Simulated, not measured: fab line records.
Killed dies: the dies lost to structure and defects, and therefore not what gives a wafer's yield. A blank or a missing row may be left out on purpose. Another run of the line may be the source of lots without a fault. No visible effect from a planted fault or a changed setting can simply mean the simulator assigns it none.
What tool caused it? || flow nand_harc || 12 lots with 36 wafers sampled at 5 steps, on a route of 1302 steps

## WHAT THE GAUGES SHOWED, per wafer
NHARC_P_M1_CD_MEAS_09: target cd 130 nm. Usual: cd_nm reads 130.2 nm (standard deviation 0.7).
{"lot": "L955", "measured": "day 6 17:24", "on": "cd_sem-01", "cd_nm (nm)": "129.2 129.1 130.5", "flag": ""}
{"lot": "L956", "measured": "day 7 08:35", "on": "cd_sem-01", "cd_nm (nm)": "129.6 129.9 131.5", "flag": ""}
{"lot": "L959", "measured": "day 8 06:16", "on": "cd_sem-03", "cd_nm (nm)": "131.1 130.9 130.7", "flag": ""}
{"lot": "L958", "measured": "day 8 07:07", "on": "cd_sem-03", "cd_nm (nm)": "131.0 129.9 130.5", "flag": ""}
{"lot": "L960", "measured": "day 8 17:35", "on": "cd_sem-03", "cd_nm (nm)": "130.6 131.7 129.9", "flag": ""}
{"lot": "L961", "measured": "day 9 06:14", "on": "cd_sem-02", "cd_nm (nm)": "130.0 130.0 130.3", "flag": ""}
{"lot": "L964", "measured": "day 10 10:13", "on": "cd_sem-02", "cd_nm (nm)": "129.8 130.6 131.5", "flag": ""}
{"lot": "L965", "measured": "day 11 00:13", "on": "cd_sem-02", "cd_nm (nm)": "130.3 130.4 129.7", "flag": ""}
{"lot": "L966", "measured": "day 11 04:37", "on": "cd_sem-02", "cd_nm (nm)": "129.6 129.6 129.2", "flag": ""}
{"lot": "L967", "measured": "day 11 13:58", "on": "cd_sem-01", "cd_nm (nm)": "130.9 129.5 129.8", "flag": ""}
{"lot": "L974", "measured": "day 14 09:11", "on": "cd_sem-02", "cd_nm (nm)": "131.5 130.7 129.8", "flag": ""}
{"lot": "L977", "measured": "day 15 22:52", "on": "cd_sem-03", "cd_nm (nm)": "130.9 132.0 129.7", "flag": ""}

NHARC_END_SORT_01. Usual: defect_limited_yield 91.4 %, standard deviation 2.4; killed_at_array 54, standard deviation 17; killed_at_other 0.7, standard deviation 1; killed_at_periphery 3.7, standard deviation 2.9; killed_dies 58, standard deviation 16; killed_open 3.2, standard deviation 1.9; killed_short 2.2, standard deviation 1.5; sort_bin_2_pct 3.1 %, standard deviation 1.1; sort_bin_3_pct 0.6 %, standard deviation 0.33; sort_bin_4_pct 4.9 %, standard deviation 1.4; sort_n_pass 619, standard deviation 16; sort_rim_yield_pct 94 %, standard deviation 3.8; sort_yield_pct 91.4 %, standard deviation 2.4.
{"lot": "L955", "measured": "day 24 21:10", "on": "prober-01", "defect_limited_yield (%)": "90.4 91.9 91.7", "killed_at_array": "51 42 47", "killed_at_other": "3 5 0", "killed_at_periphery": "11 8 9", "killed_dies": "65 55 56", "killed_open": "6 3 5", "killed_short": "1 1 0", "sort_bin_2_pct (%)": "3.5 2.2 3.5", "sort_bin_3_pct (%)": "0.9 0.4 0.4", "sort_bin_4_pct (%)": "5.2 5.5 4.3", "sort_n_pass": "612 622 621", "sort_rim_yield_pct (%)": "97 96 98", "sort_yield_pct (%)": "90.4 91.9 91.7", "flag": ""}
{"lot": "L959", "measured": "day 26 16:55", "on": "prober-02", "defect_limited_yield (%)": "91.1 94.4 92.2", "killed_at_array": "60 38 53", "killed_at_other": "0 0 0", "killed_at_periphery": "0 0 0", "killed_dies": "60 38 53", "killed_open": "5 1 6", "killed_short": "5 2 1", "sort_bin_2_pct (%)": "3.1 2.4 1.6", "sort_bin_3_pct (%)": "0.7 0.4 0.3", "sort_bin_4_pct (%)": "5.0 2.8 5.9", "sort_n_pass": "617 639 624", "sort_rim_yield_pct (%)": "98 98 97", "sort_yield_pct (%)": "91.1 94.4 92.2", "flag": ""}
{"lot": "L974", "measured": "day 32 07:22", "on": "prober-01", "defect_limited_yield (%)": "96.5 94.7 95.6", "killed_at_array": "23 33 27", "killed_at_other": "1 0 0", "killed_at_periphery": "0 3 3", "killed_dies": "24 36 30", "killed_open": "3 3 5", "killed_short": "1 5 0", "sort_bin_2_pct (%)": "0.7 1.9 0.9", "sort_bin_3_pct (%)": "0.3 0.3 0", "sort_bin_4_pct (%)": "2.5 3.1 3.5", "sort_n_pass": "653 641 647", "sort_rim_yield_pct (%)": "99 93 99", "sort_yield_pct (%)": "96.5 94.7 95.6", "flag": ""}
{"lot": "L977", "measured": "day 34 14:29", "on": "prober-01", "defect_limited_yield (%)": "90.5 89.8 93.4", "killed_at_array": "61 66 36", "killed_at_other": "0 1 2", "killed_at_periphery": "3 2 7", "killed_dies": "64 69 45", "killed_open": "4 7 8", "killed_short": "3 4 2", "sort_bin_2_pct (%)": "3.2 3.7 2.7", "sort_bin_3_pct (%)": "0.9 0.7 0.6", "sort_bin_4_pct (%)": "5.3 5.8 3.4", "sort_n_pass": "613 608 632", "sort_rim_yield_pct (%)": "89 88 89", "sort_yield_pct (%)": "90.5 89.8 93.4", "flag": ""}

## WHAT TOOL EACH LOT RAN ON (gives the tool, then ch and the chambers of the sampled wafers, and finally the start)
{"lot": "L955", "NHARC_P_M0_ETCH_34": "rie_diel-13 ch 0,2,3, day 6 13:35", "NHARC_P_M0_PRE_CLEAN_31": "pecvd-02 ch 0,2, day 6 16:02", "NHARC_P_M1_SOFTBAKE_04": "litho_track-04 ch 0, day 6 17:00"}
{"lot": "L956", "NHARC_P_M0_ETCH_34": "rie_diel-04 ch 0,2,3, day 7 04:47", "NHARC_P_M0_PRE_CLEAN_31": "pecvd-01 ch 0,1, day 7 07:16", "NHARC_P_M1_SOFTBAKE_04": "litho_track-04 ch 0, day 7 08:00"}
{"lot": "L959", "NHARC_P_M0_ETCH_34": "rie_diel-05 ch 0,1,3, day 8 02:35", "NHARC_P_M0_PRE_CLEAN_31": "pecvd-01 ch 0,1,2, day 8 05:06", "NHARC_P_M1_SOFTBAKE_04": "litho_track-04 ch 0, day 8 05:00"}
{"lot": "L958", "NHARC_P_M0_ETCH_34": "rie_diel-05 ch 0,2,3, day 8 03:11", "NHARC_P_M0_PRE_CLEAN_31": "pecvd-02 ch 0,2, day 8 05:49", "NHARC_P_M1_SOFTBAKE_04": "litho_track-06 ch 0, day 8 06:00"}
{"lot": "L960", "NHARC_P_M0_ETCH_34": "rie_diel-05 ch 1,2,3, day 8 13:55", "NHARC_P_M0_PRE_CLEAN_31": "pecvd-02 ch 0,1,2, day 8 16:23", "NHARC_P_M1_SOFTBAKE_04": "litho_track-01 ch 0, day 8 17:00"}
{"lot": "L961", "NHARC_P_M0_ETCH_34": "rie_diel-13 ch 0,1,3, day 9 02:29", "NHARC_P_M0_PRE_CLEAN_31": "pecvd-02 ch 0,1,2, day 9 04:58", "NHARC_P_M1_SOFTBAKE_04": "litho_track-06 ch 0, day 9 05:00"}
{"lot": "L964", "NHARC_P_M0_ETCH_34": "rie_diel-04 ch 0,3, day 10 06:14", "NHARC_P_M0_PRE_CLEAN_31": "pecvd-01 ch 1,2, day 10 08:45", "NHARC_P_M1_SOFTBAKE_04": "litho_track-01 ch 0, day 10 09:00"}
{"lot": "L965", "NHARC_P_M0_ETCH_34": "rie_diel-13 ch 1,2,3, day 10 19:33", "NHARC_P_M0_PRE_CLEAN_31": "pecvd-04 ch 0,1,2, day 10 22:55", "NHARC_P_M1_SOFTBAKE_04": "litho_track-06 ch 0, day 10 23:00"}
{"lot": "L966", "NHARC_P_M0_ETCH_34": "rie_diel-04 ch 0,1, day 11 00:46", "NHARC_P_M0_PRE_CLEAN_31": "pecvd-01 ch 0,2, day 11 03:26", "NHARC_P_M1_SOFTBAKE_04": "litho_track-04 ch 0, day 11 04:00"}
{"lot": "L967", "NHARC_P_M0_ETCH_34": "rie_diel-13 ch 1,2,3, day 11 10:12", "NHARC_P_M0_PRE_CLEAN_31": "pecvd-02 ch 0,1, day 11 12:38", "NHARC_P_M1_SOFTBAKE_04": "litho_track-06 ch 0, day 11 13:00"}
{"lot": "L974", "NHARC_P_M0_ETCH_34": "rie_diel-05 ch 1,3, day 14 05:31", "NHARC_P_M0_PRE_CLEAN_31": "pecvd-02 ch 0,1,2, day 14 08:01", "NHARC_P_M1_SOFTBAKE_04": "litho_track-01 ch 0, day 14 08:00"}
{"lot": "L977", "NHARC_P_M0_ETCH_34": "rie_diel-04 ch 1,2, day 15 18:56", "NHARC_P_M0_PRE_CLEAN_31": "pecvd-01 ch 0,1, day 15 21:34", "NHARC_P_M1_SOFTBAKE_04": "litho_track-01 ch 0, day 15 22:00"}
- NHARC_P_M0_ETCH_34: etches the open film in N2/H2, target depth 40 nm, overetch 12 nm, time 43.94 s.
- NHARC_P_M0_PRE_CLEAN_31: time 12 s.
- NHARC_P_M1_SOFTBAKE_04: time 55 s.

## WHAT THE TOOLS THEMSELVES READ (means of the sampled wafers that have a number; where no wafer has one, the mark that the record gives instead)
NHARC_P_M0_ETCH_34. Usual: drypump_motor_current_A 5.7 A, standard deviation 0.37; oes_product_au 1.000 a.u., standard deviation 0.014; rf_vpp_V 428.7 V, standard deviation 2.9; showerhead_plenum_p_Torr 1.98 Torr, standard deviation 0.1; throttle_valve_pct 14.171 %, standard deviation 0.0094.
{"lot": "L955", "tool": "rie_diel-13", "drypump_motor_current_A (A)": 5.3, "oes_product_au (a.u.)": 1.009, "rf_vpp_V (V)": 433.6, "showerhead_plenum_p_Torr (Torr)": 2.14, "throttle_valve_pct (%)": 14.169, "flag": ""}
{"lot": "L956", "tool": "rie_diel-04", "drypump_motor_current_A (A)": 5.8, "oes_product_au (a.u.)": 1.011, "rf_vpp_V (V)": 430.9, "showerhead_plenum_p_Torr (Torr)": 2.03, "throttle_valve_pct (%)": 14.176, "flag": ""}
{"lot": "L959", "tool": "rie_diel-05", "drypump_motor_current_A (A)": 5.9, "oes_product_au (a.u.)": 0.987, "rf_vpp_V (V)": 427.3, "showerhead_plenum_p_Torr (Torr)": 1.93, "throttle_valve_pct (%)": 14.176, "flag": ""}
{"lot": "L958", "tool": "rie_diel-05", "drypump_motor_current_A (A)": 5.5, "oes_product_au (a.u.)": 0.994, "rf_vpp_V (V)": 427.5, "showerhead_plenum_p_Torr (Torr)": 1.94, "throttle_valve_pct (%)": 14.170, "flag": ""}
{"lot": "L960", "tool": "rie_diel-05", "drypump_motor_current_A (A)": 5.6, "oes_product_au (a.u.)": 0.987, "rf_vpp_V (V)": 427.0, "showerhead_plenum_p_Torr (Torr)": 1.94, "throttle_valve_pct (%)": 14.180, "flag": ""}
{"lot": "L961", "tool": "rie_diel-13", "drypump_motor_current_A (A)": 5.6, "oes_product_au (a.u.)": 1.005, "rf_vpp_V (V)": 430.8, "showerhead_plenum_p_Torr (Torr)": 2.06, "throttle_valve_pct (%)": 14.168, "flag": ""}
{"lot": "L964", "tool": "rie_diel-04", "drypump_motor_current_A (A)": 6.0, "oes_product_au (a.u.)": 1.006, "rf_vpp_V (V)": 430.3, "showerhead_plenum_p_Torr (Torr)": 2.04, "throttle_valve_pct (%)": 14.172, "flag": ""}
{"lot": "L965", "tool": "rie_diel-13", "drypump_motor_current_A (A)": 5.4, "oes_product_au (a.u.)": 1.016, "rf_vpp_V (V)": 430.5, "showerhead_plenum_p_Torr (Torr)": 2.08, "throttle_valve_pct (%)": 14.175, "flag": ""}
{"lot": "L966", "tool": "rie_diel-04", "drypump_motor_current_A (A)": 5.5, "oes_product_au (a.u.)": 0.999, "rf_vpp_V (V)": 431.7, "showerhead_plenum_p_Torr (Torr)": 2.08, "throttle_valve_pct (%)": 14.172, "flag": ""}
{"lot": "L967", "tool": "rie_diel-13", "drypump_motor_current_A (A)": 5.4, "oes_product_au (a.u.)": 1.003, "rf_vpp_V (V)": 431.6, "showerhead_plenum_p_Torr (Torr)": 2.08, "throttle_valve_pct (%)": 14.175, "flag": ""}
{"lot": "L974", "tool": "rie_diel-05", "drypump_motor_current_A (A)": 5.7, "oes_product_au (a.u.)": 1.019, "rf_vpp_V (V)": 428.3, "showerhead_plenum_p_Torr (Torr)": 1.96, "throttle_valve_pct (%)": 14.174, "flag": ""}
{"lot": "L977", "tool": "rie_diel-04", "drypump_motor_current_A (A)": 5.5, "oes_product_au (a.u.)": 0.995, "rf_vpp_V (V)": 428.9, "showerhead_plenum_p_Torr (Torr)": 1.98, "throttle_valve_pct (%)": 14.168, "flag": ""}

NHARC_P_M0_PRE_CLEAN_31. Usual: heater_power_w reads 661 W (standard deviation 82).
{"lot": "L955", "tool": "pecvd-02", "heater_power_w (W)": 651, "flag": ""}
{"lot": "L956", "tool": "pecvd-01", "heater_power_w (W)": 683, "flag": ""}
{"lot": "L959", "tool": "pecvd-01", "heater_power_w (W)": 726, "flag": ""}
{"lot": "L958", "tool": "pecvd-02", "heater_power_w (W)": 615, "flag": ""}
{"lot": "L960", "tool": "pecvd-02", "heater_power_w (W)": 638, "flag": ""}
{"lot": "L961", "tool": "pecvd-02", "heater_power_w (W)": 630, "flag": ""}
{"lot": "L964", "tool": "pecvd-01", "heater_power_w (W)": 803, "flag": ""}
{"lot": "L965", "tool": "pecvd-04", "heater_power_w (W)": 623, "flag": ""}
{"lot": "L966", "tool": "pecvd-01", "heater_power_w (W)": 704, "flag": ""}
{"lot": "L967", "tool": "pecvd-02", "heater_power_w (W)": 653, "flag": ""}
{"lot": "L974", "tool": "pecvd-02", "heater_power_w (W)": 633, "flag": ""}
{"lot": "L977", "tool": "pecvd-01", "heater_power_w (W)": 713, "flag": ""}

NHARC_P_M1_SOFTBAKE_04. Usual: heater_power_total_W 188.46 W, standard deviation 0.15; resist_line_temp_C 23.03 C, standard deviation 0.11.
{"lot": "L955", "tool": "litho_track-04", "heater_power_total_W (W)": 188.46, "resist_line_temp_C (C)": 23.03, "flag": ""}
{"lot": "L956", "tool": "litho_track-04", "heater_power_total_W (W)": 188.56, "resist_line_temp_C (C)": 23.13, "flag": ""}
{"lot": "L959", "tool": "litho_track-04", "heater_power_total_W (W)": 188.42, "resist_line_temp_C (C)": 23.12, "flag": ""}
{"lot": "L958", "tool": "litho_track-06", "heater_power_total_W (W)": 188.45, "resist_line_temp_C (C)": 22.94, "flag": ""}
{"lot": "L960", "tool": "litho_track-01", "heater_power_total_W (W)": 188.35, "resist_line_temp_C (C)": 22.95, "flag": ""}
{"lot": "L961", "tool": "litho_track-06", "heater_power_total_W (W)": 188.38, "resist_line_temp_C (C)": 22.98, "flag": ""}
{"lot": "L964", "tool": "litho_track-01", "heater_power_total_W (W)": 188.52, "resist_line_temp_C (C)": 23.09, "flag": ""}
{"lot": "L965", "tool": "litho_track-06", "heater_power_total_W (W)": 188.43, "resist_line_temp_C (C)": 23.17, "flag": ""}
{"lot": "L966", "tool": "litho_track-04", "heater_power_total_W (W)": 188.42, "resist_line_temp_C (C)": 23.07, "flag": ""}
{"lot": "L967", "tool": "litho_track-06", "heater_power_total_W (W)": 188.51, "resist_line_temp_C (C)": 22.85, "flag": ""}
{"lot": "L974", "tool": "litho_track-01", "heater_power_total_W (W)": 180.06, "resist_line_temp_C (C)": 22.91, "flag": "OFF"}
{"lot": "L977", "tool": "litho_track-01", "heater_power_total_W (W)": 180.14, "resist_line_temp_C (C)": 23.04, "flag": "OFF"}

## THE ANSWER, worked out from the rows above alone
Rule: lot off if the mean of its wafers having a number is beyond 3 standard deviations from the usual mean. Also off: a lot with no number at a reading for which 4 or more lots have one. The other lots that the step has rows for count as sound. After the gauges, taken in route order, come the tools' own readings; for these a lot's mean is taken, as printed above. The first step at which some lot is off is used, and at that step the reading that is off furthest; a lot without a number counts as furthest.
Off, at NHARC_P_M1_SOFTBAKE_04 on heater_power_total_W: L974, L977.
A tool fits if, at that step or a process step before it, it ran every lot that is off, and no sound lot after the first of them. One fits: NHARC_P_M1_SOFTBAKE_04 on litho_track-01. A fault onset in the window from L964 (day 10 09:00, its last sound lot) to L974 (day 14 08:00, its first lot off) fits.
On the lots that are off, the tool's own readings at NHARC_P_M1_SOFTBAKE_04 differ by more than 5 times the standard deviation of the sound lots' means, which bears it out; heater_power_total_W reads 180.10 W there versus 188.45 W on the sound lots.

## WHAT THE SIMULATOR HAD INSERTED
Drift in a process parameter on litho_track-01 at NHARC_P_M1_SOFTBAKE_04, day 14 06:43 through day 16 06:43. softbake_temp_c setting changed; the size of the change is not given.
Struck lots among those shown: L974, L977. The rule above reached the same finding.
